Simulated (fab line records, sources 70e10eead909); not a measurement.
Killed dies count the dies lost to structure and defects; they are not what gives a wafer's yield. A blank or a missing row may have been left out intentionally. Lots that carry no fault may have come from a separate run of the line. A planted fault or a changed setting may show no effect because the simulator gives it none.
fab line records    flow nandHarc    part 1 of 2: steps 1 to 4 of 6
record lots=19  wafers=57  lastDay=25
route steps=1159 shown P_BONDPAD@380 A_CHANNEL_HOLE_D1@465 A_STAIRCASE@532
lots with no fault: from the same line, run without faults
startH: start of the lot's first displayed wafer, in hours after the record's first day    waitH: how many hours have passed since the lot's step before this one    " identical to the entry in the row above    L1.1+2: one row covering several wafers at once    - no value, or no start was given    * or withheld: withheld    < > ~ a bound
route shown NAME@n: NAME is a module with steps in the file, n the number in the route of the first one    usual: average and standard deviation across the fault-free wafers    same: alike in all rows    chamber/n: place in a boat    sites: each site's reading    _std_site: the standard deviation of these    _edge_site: mean of outer sites minus mean of inner sites    radiusMm: how far each site lies from the wafer's centre    mask NAME#n: copy n    behind: tool/chamber where the wafer was last shaped    hold: the reason the lot was held/the length of the hold in hours/how it ended    device: names the non-switching transistor (n, p or np)    end of line: at the end of the route, the tests of the same wafers    for a step that has no rows: nothing shown but its recipe    killed: dies that structure and defects cost at the first sort, which is not the same as the wafer's yield    map: a wafer's dies, x killed, . not, _ none there
set.NAME: the setting the step ran with; set.NAME@STEP: the setting that earlier step ran with    model.NAME: the simulator's own value behind a step, which no gauge read
one table for each step of the route and one row for each wafer, over a sample of lots
services: when a tool's chamber went out of use (startH, in hours from the record's first day, below 0 if earlier), for how many hours, and the reason
## steps
# step NHARC_P_BONDPAD_CMP_19
# recipe tOverpolishS=30  cuRecessTouchS=16  targetThkNm=160.81
# usual motorCurrentA=11.9/1.2  overpolishRunS=29.999/0.009  slurryFilterDpKPa=13.50/0.13  slurryFlowMlMin=149.9/0.48
lot.wafer  tool    chamber  startH  waitH  motorCurrentA  overpolishRunS  slurryFilterDpKPa  slurryFlowMlMin
L074.3     cmp-01  3        136.83  -      12.9           30.003          13.39              149.3
L074.4     "       1        "       "      10.4           30.009          13.53              150.1
L074.5     "       3        "       "      12.1           29.989          13.69              149.1
L076.3     cmp-02  0        143.20  -      13.2           30.014          13.44              150.6
L076.2     "       2        "       "      11.6           29.998          13.50              150.1
L076.6     "       0        "       "      13.8           30.003          13.39              150.6
L075.2     cmp-02  1        143.61  -      12.6           30.010          13.29              149.9
L075.4     "       0        "       "      13.7           30.012          13.58              150.6
L075.5     "       2        "       "      11.5           30.000          13.50              150.4
L079.1     cmp-04  2        152.57  -      11.7           29.997          13.58              150.0
L079.4     "       1        "       "      10.6           30.009          13.71              149.9
L079.5     "       2        "       "      12.4           29.992          13.56              151.2
L078.3     cmp-02  3        155.91  -      11.1           30.012          13.41              150.9
L078.4     "       0        "       "      12.9           30.005          13.46              150.4
L078.1     "       1        "       "      12.8           29.987          13.42              150.0
L080.2     cmp-04  3        168.11  -      10.7           30.005          13.63              150.0
L080.5     "       2        "       "      12.7           29.995          13.55              149.4
L080.6     "       3        "       "      11.4           30.011          13.32              150.4
L081.2     cmp-01  1        177.33  -      9.6            30.009          13.50              150.3
L081.4     "       0        "       "      11.4           30.003          13.64              149.8
L081.6     "       2        "       "      12.4           29.990          13.47              150.5
L082.2     cmp-04  1        182.70  -      10.8           29.997          13.75              150.3
L082.1     "       2        "       "      12.4           29.998          13.38              150.4
L082.6     "       3        "       "      11.3           29.998          13.52              150.0
L083.4     cmp-04  1        186.43  -      10.1           29.998          13.58              150.0
L083.3     "       3        "       "      11.3           29.998          13.48              148.9
L083.5     "       1        "       "      11.1           30.008          13.74              150.4
L087.2     cmp-01  1        206.11  -      10.1           30.011          13.58              149.8
L087.4     "       2        "       "      12.4           29.999          13.50              149.9
L087.5     "       0        "       "      11.5           30.003          13.44              149.7
L088.3     cmp-01  2        206.39  -      13.1           30.000          13.71              150.5
L088.1     "       3        "       "      13.0           30.001          13.35              148.8
L088.6     "       0        "       "      11.0           29.996          13.23              149.9
L086.2     cmp-02  1        208.58  -      12.4           30.014          13.60              150.4
L086.3     "       3        "       "      11.1           29.997          13.48              149.9
L086.5     "       0        "       "      14.0           29.991          13.57              149.5
L091.4     cmp-01  0        229.96  -      11.7           30.009          13.48              149.3
L091.3     "       1        "       "      9.7            30.014          13.46              150.3
L091.5     "       0        "       "      11.5           29.998          13.63              149.5
L090.1     cmp-04  3        230.75  -      10.9           30.004          13.66              150.5
L090.4     "       1        "       "      10.7           30.007          13.54              149.6
L090.5     "       0        "       "      14.3           29.994          13.53              149.8
L092.3     cmp-01  3        248.62  -      12.2           30.002          13.54              149.1
L092.6     "       1        "       "      9.4            29.996          13.44              150.5
L092.5     "       2        "       "      12.0           29.991          13.40              150.1
L094.3     cmp-01  2        252.79  -      12.0           29.987          13.40              149.7
L094.1     "       1        "       "      9.5            29.997          13.52              149.9
L094.6     "       2        "       "      12.1           29.991          13.33              149.9
L097.2     cmp-04  3        266.33  -      11.3           30.007          13.35              151.0
L097.1     "       0        "       "      13.3           29.996          13.40              150.0
L097.6     "       0        "       "      13.8           29.998          13.41              150.2
L095.3     cmp-04  3        267.00  -      10.9           29.999          13.36              149.8
L095.1     "       2        "       "      12.8           29.995          13.68              150.1
L095.5     "       3        "       "      11.6           30.012          13.52              150.0
L096.4     cmp-04  3        272.52  -      11.4           29.992          13.45              150.1
L096.2     "       1        "       "      11.1           29.983          13.56              149.6
L096.5     "       0        "       "      13.9           30.013          13.48              150.0
# step NHARC_A_CHANNEL_HOLE_D1_DESCUM_15
# recipe timeS=3  o2FlowSccm=200  arFlowSccm=0  biasPowerW=0  chemistry=O2
# usual chamberPressureMTorr=60.00/0.053  drypumpMotorCurrentA=5.6/0.37  oesProductAu=0.998/0.0067  rfVppV=57.8/0.87  showerheadPlenumPTorr=1.94/0.093  throttleValvePct=11.311/0.0093
lot.wafer  tool        chamber  startH  waitH  chamberPressureMTorr  drypumpMotorCurrentA  oesProductAu  rfHoursCounterH  rfVppV  showerheadPlenumPTorr  throttleValvePct
L074.3     rieDiel-13  3        179.47  0.1    60.07                 5.6                   1.002         5                57.3    1.92                   11.299
L074.4     "           0        "       "      60.05                 5.3                   1.000         5                59.5    2.06                   11.314
L074.5     "           0        "       "      60.02                 5.3                   0.993         -                59.8    2.06                   11.315
L076.2     rieDiel-02  2        186.08  0.1    59.94                 5.5                   0.992         1                58.2    2.04                   11.314
L076.3     "           3        "       "      59.96                 5.8                   1.002         2                59.5    2.02                   11.301
L076.6     "           3        "       "      60.03                 5.8                   0.995         -                58.3    2.02                   11.303
L075.2     rieDiel-13  0        186.25  0.1    59.95                 5.3                   0.990         6                58.9    2.06                   11.311
L075.4     "           1        "       "      59.98                 5.9                   0.993         5                57.7    1.93                   11.323
L075.5     "           3        "       "      59.92                 5.6                   0.987         -                57.3    1.92                   11.319
L079.4     rieDiel-02  1        193.54  0.1    60.06                 6.2                   0.985         2                58.5    1.78                   11.315
L079.1     "           2        "       "      60.05                 5.5                   0.995         2                59.4    2.04                   11.301
L079.5     "           1        "       "      60.03                 6.2                   0.988         -                58.9    1.78                   11.310
L078.4     rieDiel-02  0        199.48  0.1    60.01                 5.7                   1.004         3                57.9    1.96                   11.296
L078.1     "           1        "       "      60.07                 6.2                   0.986         3                57.1    1.78                   11.315
L078.3     "           2        "       "      60.03                 5.5                   0.995         3                58.9    2.04                   11.310
L080.2     rieDiel-11  3        207.92  0.1    60.01                 5.4                   0.992         0                57.5    1.87                   11.300
L080.6     "           0        "       "      59.99                 5.4                   1.013         -                58.7    1.81                   11.302
L080.5     "           1        "       "      59.98                 4.8                   0.990         -                57.5    2.03                   11.312
L081.2     rieDiel-13  2        218.05  0.1    60.04                 5.2                   0.990         8                56.9    1.82                   11.308
L081.4     "           3        "       "      59.99                 5.6                   1.002         9                59.0    1.92                   11.288
L081.6     "           3        "       "      60.02                 5.6                   1.002         -                57.5    1.92                   11.322
L082.1     rieDiel-02  3        229.08  0.1    59.96                 5.8                   1.000         4                57.4    2.02                   11.317
L082.2     "           1        "       "      60.02                 6.3                   1.006         4                56.8    1.78                   11.310
L082.6     "           3        "       "      59.98                 5.8                   1.004         -                58.0    2.02                   11.321
L083.4     rieDiel-11  1        231.01  0.1    59.98                 4.8                   0.986         2                58.9    2.03                   11.324
L083.3     "           3        "       "      59.97                 5.4                   0.996         2                57.4    1.87                   11.319
L083.5     "           2        "       "      60.01                 5.9                   0.994         -                58.2    1.98                   11.308
L086.2     rieDiel-13  2        248.72  0.1    60.00                 5.2                   0.991         12               57.4    1.82                   11.311
L086.3     "           0        "       "      60.09                 5.2                   0.996         12               58.3    2.06                   11.313
L086.5     "           3        "       "      60.05                 5.5                   1.005         -                56.7    1.92                   11.315
L088.3     rieDiel-02  1        248.90  0.1    60.03                 6.3                   1.000         6                56.4    1.78                   11.319
L088.1     "           3        "       "      60.07                 5.9                   1.000         6                56.9    2.02                   11.309
L088.6     "           2        "       "      60.01                 5.5                   1.001         -                57.8    2.04                   11.294
L087.4     rieDiel-13  1        250.65  0.1    60.05                 5.9                   0.993         11               58.5    1.93                   11.320
L087.2     "           2        "       "      60.02                 5.2                   0.990         12               58.7    1.82                   11.313
L087.5     "           1        "       "      59.92                 5.9                   0.998         -                57.0    1.93                   11.312
L090.1     rieDiel-11  2        272.12  0.1    59.94                 5.9                   0.988         5                58.5    1.98                   11.306
L090.4     "           3        "       "      60.05                 5.4                   0.998         4                57.0    1.87                   11.295
L090.5     "           2        "       "      59.99                 5.9                   0.995         -                58.4    1.98                   11.317
L091.3     rieDiel-02  0        272.17  0.1    60.02                 5.7                   0.989         7                56.7    1.95                   11.308
L091.4     "           1        "       "      59.95                 6.3                   0.986         8                57.9    1.78                   11.311
L091.5     "           2        "       "      59.94                 5.5                   0.996         -                58.8    2.04                   11.311
L092.3     rieDiel-11  1        285.88  0.1    59.86                 4.8                   0.999         6                58.9    2.03                   11.322
L092.6     "           1        "       "      60.01                 4.8                   1.007         -                58.6    2.03                   11.321
L092.5     "           2        "       "      60.07                 5.9                   1.001         -                57.8    1.98                   11.308
L094.1     rieDiel-02  0        293.36  0.1    60.03                 5.7                   1.000         9                57.4    1.95                   11.298
L094.3     "           1        "       "      60.05                 6.3                   1.000         9                57.9    1.78                   11.300
L094.6     "           0        "       "      60.09                 5.7                   1.003         -                59.3    1.95                   11.314
L097.2     rieDiel-02  3        309.10  0.1    60.09                 5.8                   0.999         10               58.1    2.02                   11.306
L097.1     "           2        "       "      60.01                 5.5                   0.993         10               57.7    2.04                   11.335
L097.6     "           0        "       "      60.05                 5.7                   0.997         -                59.2    1.95                   11.300
L095.1     rieDiel-11  2        309.78  0.1    60.00                 5.9                   0.997         7                58.7    1.98                   11.312
L095.3     "           3        "       "      60.00                 5.4                   0.998         6                58.3    1.87                   11.310
L095.5     "           1        "       "      60.03                 4.7                   0.988         -                56.8    2.03                   11.291
L096.2     rieDiel-02  3        319.46  0.1    59.98                 5.8                   1.006         11               57.4    2.02                   11.280
L096.4     "           2        "       "      60.02                 5.5                   0.994         11               57.4    2.04                   11.311
L096.5     "           3        "       "      59.92                 5.8                   1.001         -                57.7    2.02                   11.302
# step NHARC_A_CHANNEL_HOLE_D1_ETCH_39
# recipe targetDepthA=2600  overEtchFrac=0.3  timeS=325  ionEnergyEv=200  n2FlowSccm=150  h2FlowSccm=150  arFlowSccm=0  rfW=400  biasW=150  chemistry=N2/H2
# usual chamberPressureMTorr=30.000/0.028  drypumpMotorCurrentA=5.6/0.38  h2FlowSccm=149.9/0.49  n2FlowSccm=150.0/0.43  oesProductAu=0.999/0.0081  rfVppV=431/3  showerheadPlenumPTorr=2.07/0.1  throttleValvePct=14.171/0.01
lot.wafer  tool        chamber  startH  waitH  chamberPressureMTorr  drypumpMotorCurrentA  h2FlowSccm  n2FlowSccm  oesProductAu  rfHoursCounterH  rfVppV  showerheadPlenumPTorr  throttleValvePct
L074.3     rieDiel-13  0        -       -      30.015                5.2                   150.0       150.5       0.997         5                433     2.20                   14.163
L074.4     "           1        "       "      30.007                5.9                   150.2       150.6       0.993         4                432     2.06                   14.181
L074.5     "           0        "       "      30.026                5.3                   150.2       149.8       1.000         -                435     2.20                   14.169
L076.2     rieDiel-02  3        -       -      29.996                5.8                   150.2       150.0       1.011         2                434     2.16                   14.162
L076.3     "           1        "       "      29.978                6.3                   149.9       150.6       0.988         2                425     1.89                   14.165
L076.6     "           3        "       "      30.030                5.8                   149.2       149.8       1.010         -                435     2.16                   14.173
L075.2     rieDiel-13  0        -       -      29.989                5.2                   149.8       150.0       1.000         6                434     2.20                   14.159
L075.4     "           1        "       "      29.945                5.9                   150.4       149.3       1.004         5                432     2.06                   14.188
L075.5     "           0        "       "      29.970                5.2                   150.0       150.1       0.991         -                434     2.20                   14.183
L079.4     rieDiel-02  3        -       -      30.001                5.8                   150.0       150.3       1.011         3                433     2.16                   14.157
L079.1     "           1        "       "      29.962                6.2                   149.5       150.4       1.000         2                426     1.89                   14.178
L079.5     "           2        "       "      29.975                5.5                   150.4       150.6       0.996         -                433     2.18                   14.166
L078.1     rieDiel-02  3        -       -      30.016                5.8                   149.0       149.9       1.006         3                432     2.16                   14.184
L078.3     "           0        "       "      29.979                5.7                   150.3       149.7       1.003         3                432     2.09                   14.193
L078.4     "           1        "       "      30.000                6.3                   150.1       149.8       1.004         3                426     1.89                   14.166
L080.2     rieDiel-11  1        -       -      30.024                4.8                   149.5       149.7       0.997         0                434     2.17                   14.181
L080.5     "           1        "       "      29.989                4.8                   149.6       149.7       0.995         -                434     2.17                   14.158
L080.6     "           2        "       "      30.042                5.9                   149.7       149.8       1.009         -                434     2.11                   14.159
L081.2     rieDiel-13  2        -       -      30.004                5.2                   150.4       150.3       0.988         8                428     1.94                   14.176
L081.4     "           0        "       "      29.979                5.2                   149.9       150.5       0.996         9                434     2.20                   14.161
L081.6     "           2        "       "      30.059                5.2                   150.7       150.2       0.995         -                429     1.94                   14.166
L082.2     rieDiel-02  0        -       -      30.001                5.7                   149.8       150.7       0.998         4                432     2.09                   14.167
L082.1     "           3        "       "      29.992                5.8                   149.4       149.0       1.006         5                435     2.16                   14.189
L082.6     "           0        "       "      29.983                5.7                   149.4       150.5       0.997         -                432     2.09                   14.183
L083.3     rieDiel-11  2        -       -      30.036                5.9                   149.6       149.5       1.002         2                433     2.11                   14.150
L083.4     "           0        "       "      29.957                5.4                   150.0       150.6       1.004         2                428     1.93                   14.167
L083.5     "           2        "       "      30.003                5.9                   149.6       149.7       1.009         -                432     2.11                   14.182
L086.3     rieDiel-13  3        -       -      29.997                5.6                   149.5       149.3       0.995         12               431     2.05                   14.162
L086.2     "           0        "       "      29.983                5.2                   149.8       149.6       1.002         12               436     2.19                   14.159
L086.5     "           3        "       "      30.005                5.6                   149.4       149.5       0.997         -                430     2.05                   14.163
L088.3     rieDiel-02  3        -       -      29.967                5.8                   150.1       150.5       0.996         6                433     2.16                   14.179
L088.1     "           0        "       "      30.010                5.7                   149.9       150.7       0.996         6                433     2.09                   14.178
L088.6     "           2        "       "      29.998                5.5                   150.1       150.6       1.010         -                434     2.18                   14.177
L087.4     rieDiel-13  3        -       -      29.968                5.6                   150.1       150.0       0.990         13               430     2.05                   14.170
L087.2     "           0        "       "      30.005                5.3                   150.9       151.1       0.993         12               435     2.19                   14.167
L087.5     "           3        "       "      29.970                5.5                   149.4       150.4       0.987         -                431     2.05                   14.171
L090.1     rieDiel-11  3        -       -      29.957                5.4                   150.5       150.1       1.007         4                429     1.99                   14.160
L090.4     "           0        "       "      29.975                5.5                   149.8       150.3       1.005         4                428     1.93                   14.178
L090.5     "           3        "       "      30.051                5.4                   150.6       150.4       1.008         -                430     1.99                   14.172
L091.4     rieDiel-02  0        -       -      29.980                5.7                   149.9       150.5       1.003         7                431     2.08                   14.178
L091.3     "           3        "       "      29.984                5.8                   149.5       149.4       1.007         8                434     2.15                   14.194
L091.5     "           0        "       "      30.021                5.7                   149.7       150.0       1.000         -                432     2.09                   14.159
L092.3     rieDiel-11  3        -       -      30.014                5.5                   150.1       150.7       1.003         5                428     1.99                   14.165
L092.5     "           0        "       "      29.945                5.5                   150.6       150.1       1.002         -                427     1.93                   14.165
L092.6     "           1        "       "      29.989                4.7                   149.8       149.9       1.007         -                433     2.17                   14.183
L094.3     rieDiel-02  1        -       -      29.982                6.2                   150.9       149.5       0.998         9                427     1.89                   14.178
L094.1     "           0        "       "      29.988                5.7                   150.3       150.5       1.002         9                432     2.08                   14.171
L094.6     "           1        "       "      30.023                6.2                   150.0       150.1       1.006         -                426     1.89                   14.173
L097.1     rieDiel-02  3        -       -      29.949                5.8                   149.3       149.8       1.003         10               435     2.15                   14.167
L097.2     "           0        "       "      30.011                5.7                   150.3       149.7       0.987         10               432     2.08                   14.164
L097.6     "           0        "       "      30.024                5.7                   150.1       150.0       1.004         -                433     2.08                   14.182
L095.3     rieDiel-11  1        -       -      30.006                4.7                   149.8       149.6       0.991         7                433     2.17                   14.176
L095.1     "           2        "       "      30.024                5.9                   149.9       149.8       0.984         7                431     2.11                   14.170
L095.5     "           1        "       "      30.024                4.7                   149.8       149.8       0.997         -                435     2.17                   14.162
L096.2     rieDiel-02  2        -       -      29.991                5.5                   150.9       150.3       1.002         11               433     2.18                   14.174
L096.4     "           0        "       "      30.026                5.7                   149.4       149.9       1.006         11               433     2.08                   14.188
L096.5     "           1        "       "      29.969                6.2                   149.9       150.2       1.002         -                427     1.89                   14.176
# step NHARC_A_STAIRCASE_ETCH_170
# recipe targetDepthA=2000  timeS=66.667  ionEnergyEv=250  c4f6FlowSccm=25  o2FlowSccm=20  arFlowSccm=500  rfW=600  biasW=500  chemistry=C4F6/O2
# usual chamberPressureMTorr=30.00/0.031  drypumpMotorCurrentA=5.71/0.2  oesProductAu=0.967/0.015  rfVppV=546/3.8  showerheadPlenumPTorr=3.89/0.18  throttleValvePct=26.903/0.0098
lot.wafer  tool        chamber  startH  waitH  chamberPressureMTorr  drypumpMotorCurrentA  oesProductAu  rfHoursCounterH  rfVppV  showerheadPlenumPTorr  throttleValvePct
L074.4     rieDiel-04  3        -       -      30.04                 5.95                  0.947         44               550     4.06                   26.915
L074.3     "           0        "       "      30.01                 5.72                  0.985         42               550     4.04                   26.915
L074.5     "           1        "       "      29.99                 5.52                  0.972         -                546     3.88                   26.904
L076.2     rieDiel-04  3        -       -      30.03                 5.96                  0.951         45               549     4.05                   26.906
L076.3     "           2        "       "      30.00                 5.64                  0.956         47               553     4.20                   26.891
L076.6     "           3        "       "      30.02                 5.95                  0.952         -                550     4.06                   26.901
L075.2     rieDiel-04  1        -       -      29.98                 5.51                  0.958         45               547     3.88                   26.899
L075.4     "           2        "       "      29.99                 5.65                  0.967         48               554     4.20                   26.908
L075.5     "           0        "       "      30.01                 5.72                  0.969         -                549     4.04                   26.898
L079.4     rieDiel-05  2        -       -      29.97                 5.35                  0.970         28               546     3.90                   26.914
L079.1     "           3        "       "      29.99                 5.77                  0.981         31               552     4.21                   26.895
L079.5     "           3        "       "      30.04                 5.79                  0.985         -                553     4.21                   26.920
L078.3     rieDiel-05  2        -       -      29.99                 5.34                  0.966         31               545     3.90                   26.915
L078.4     "           3        "       "      30.06                 5.80                  0.990         34               553     4.21                   26.896
L078.1     "           0        "       "      29.96                 5.74                  0.985         35               542     3.71                   26.878
L080.2     rieDiel-04  2        -       -      30.02                 5.65                  0.949         57               554     4.19                   26.903
L080.5     "           0        "       "      30.00                 5.70                  0.941         -                549     4.03                   26.894
L080.6     "           1        "       "      29.98                 5.52                  0.943         -                547     3.88                   26.906
L081.4     rieDiel-05  0        -       -      30.00                 5.71                  0.988         43               544     3.70                   26.897
L081.2     "           3        "       "      30.00                 5.82                  0.992         43               552     4.20                   26.908
L081.6     "           1        "       "      30.03                 5.74                  0.972         -                543     3.74                   26.886
L082.2     rieDiel-06  2        -       -      29.97                 5.72                  0.953         13               543     3.72                   26.891
L082.1     "           0        "       "      29.96                 5.58                  0.950         14               542     3.68                   26.896
L082.6     "           3        "       "      29.98                 5.74                  0.962         -                550     4.05                   26.913
L083.4     rieDiel-06  3        -       -      29.97                 5.74                  0.952         14               549     4.05                   26.905
L083.3     "           2        "       "      29.99                 5.72                  0.937         15               543     3.72                   26.890
L083.5     "           3        "       "      30.01                 5.75                  0.961         -                550     4.05                   26.908
L086.3     rieDiel-05  0        -       -      30.02                 5.75                  0.982         54               542     3.70                   26.898
L086.2     "           2        "       "      30.00                 5.33                  0.980         51               547     3.89                   26.898
L086.5     "           1        "       "      29.94                 5.74                  0.969         -                546     3.74                   26.917
L088.1     rieDiel-05  1        -       -      29.97                 5.74                  0.970         57               544     3.74                   26.896
L088.3     "           2        "       "      30.01                 5.34                  0.971         51               546     3.89                   26.913
L088.6     "           2        "       "      29.99                 5.37                  0.970         -                547     3.89                   26.907
L087.4     rieDiel-05  1        -       -      30.02                 5.74                  0.940         59               544     3.73                   26.909
L087.2     "           3        "       "      30.01                 5.82                  0.950         55               552     4.19                   26.912
L087.5     "           0        "       "      30.00                 5.73                  0.928         -                541     3.70                   26.903
L091.4     rieDiel-05  2        -       -      29.97                 5.31                  0.946         59               546     3.88                   26.916
L091.3     "           3        "       "      30.00                 5.79                  0.953         62               552     4.19                   26.910
L091.5     "           1        "       "      29.98                 5.76                  0.946         -                542     3.73                   26.911
L090.4     rieDiel-04  0        -       -      29.95                 5.71                  0.970         14               548     4.02                   26.921
L090.1     "           3        "       "      30.02                 5.94                  0.957         14               548     4.04                   26.883
L090.5     "           0        "       "      29.97                 5.69                  0.969         -                547     4.02                   26.898
L092.3     rieDiel-06  0        -       -      29.98                 5.60                  0.974         35               541     3.67                   26.881
L092.5     "           3        "       "      29.97                 5.76                  0.983         -                550     4.03                   26.900
L092.6     "           0        "       "      30.02                 5.59                  0.972         -                541     3.67                   26.919
L094.3     rieDiel-06  0        -       -      29.96                 5.60                  0.964         37               542     3.66                   26.899
L094.1     "           1        "       "      29.99                 6.20                  0.963         39               542     3.70                   26.908
L094.6     "           0        "       "      29.99                 5.60                  0.964         -                542     3.66                   26.935
L097.1     rieDiel-05  1        -       -      29.98                 5.75                  0.992         6                543     3.72                   26.902
L097.2     "           3        "       "      30.02                 5.80                  0.992         6                551     4.18                   26.897
L097.6     "           2        "       "      30.00                 5.34                  0.962         -                546     3.88                   26.901
L095.1     rieDiel-06  2        -       -      29.96                 5.71                  0.966         47               542     3.70                   26.898
L095.3     "           0        "       "      30.06                 5.60                  0.964         45               541     3.66                   26.886
L095.5     "           2        "       "      29.99                 5.71                  0.972         -                544     3.70                   26.892
L096.2     rieDiel-06  0        -       -      29.99                 5.60                  0.985         47               541     3.66                   26.899
L096.4     "           2        "       "      29.99                 5.70                  0.979         50               543     3.70                   26.901
L096.5     "           0        "       "      29.99                 5.60                  0.966         -                542     3.66                   26.900
